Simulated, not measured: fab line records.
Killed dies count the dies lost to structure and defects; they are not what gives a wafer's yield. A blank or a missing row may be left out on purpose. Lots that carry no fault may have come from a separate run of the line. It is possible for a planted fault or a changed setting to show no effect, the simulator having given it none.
Matching of chambers :: flow n5Finfet :: N5_BEOL_M2_ETCH_74 on rieDiel-04 has 4 sister chambers
The step etches underlayer in N2/H2, target depth 6.5 nm, time 5.2 s. 4 wafers are shown with their chamber, then 11 later ones without.

== WAFERS PAIRED WITH THEIR CHAMBERS ==
wafer: L082.2
chamber: 2
drypumpMotorCurrentA (A): 5.2

wafer: L086.3
chamber: 3
drypumpMotorCurrentA (A): 5.5

wafer: L086.5
chamber: 0
drypumpMotorCurrentA (A): 6.3

wafer: L089.3
chamber: 1
drypumpMotorCurrentA (A): 5.5

== WAFERS MISSING THEIR CHAMBER ==
wafer: L089.5
drypumpMotorCurrentA (A): 5.5

wafer: L089.6
drypumpMotorCurrentA (A): 6.3

wafer: L094.1
drypumpMotorCurrentA (A): 5.5

wafer: L094.2
drypumpMotorCurrentA (A): 5.5

wafer: L094.6
drypumpMotorCurrentA (A): 6.2

wafer: L096.2
drypumpMotorCurrentA (A): 5.5

wafer: L096.4
drypumpMotorCurrentA (A): 5.1

wafer: L096.5
drypumpMotorCurrentA (A): 6.3

wafer: L097.1
drypumpMotorCurrentA (A): 5.5

wafer: L097.2
drypumpMotorCurrentA (A): 6.2

wafer: L097.5
drypumpMotorCurrentA (A): 5.2

== EACH ONE'S CHAMBER ==
wafer: L089.5
from the rows above: can't be placed: 1 or 3
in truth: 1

wafer: L089.6
from the rows above: 0
in truth: 0

wafer: L094.1
from the rows above: can't be placed: 1 or 3
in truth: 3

wafer: L094.2
from the rows above: can't be placed: 1 or 3
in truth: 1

wafer: L094.6
from the rows above: 0
in truth: 0

wafer: L096.2
from the rows above: can't be placed: 1 or 3
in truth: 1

wafer: L096.4
from the rows above: 2
in truth: 2

wafer: L096.5
from the rows above: 0
in truth: 0

wafer: L097.1
from the rows above: can't be placed: 1 or 3
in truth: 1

wafer: L097.2
from the rows above: 0
in truth: 0

wafer: L097.5
from the rows above: 2
in truth: 2
Placed correctly: 6 of 11. Can't be placed from these rows: 5 (the true chamber is among the candidates in 5). Wrongly placed: 0.
How it was worked out, from the rows above alone: a wafer's distance from a chamber is the root of the sum, over the readings, of the square of ((its reading less the chamber's mean) divided by the reading's scatter). The wafer belongs to the nearest chamber; if the next one is less than 2 further off, it can't be placed. A chamber's mean is the mean of its shown wafers. The scatter (one wafer shown for each chamber): square how far every hidden wafer sits from the nearest shown wafer, average those squares and take the square root.
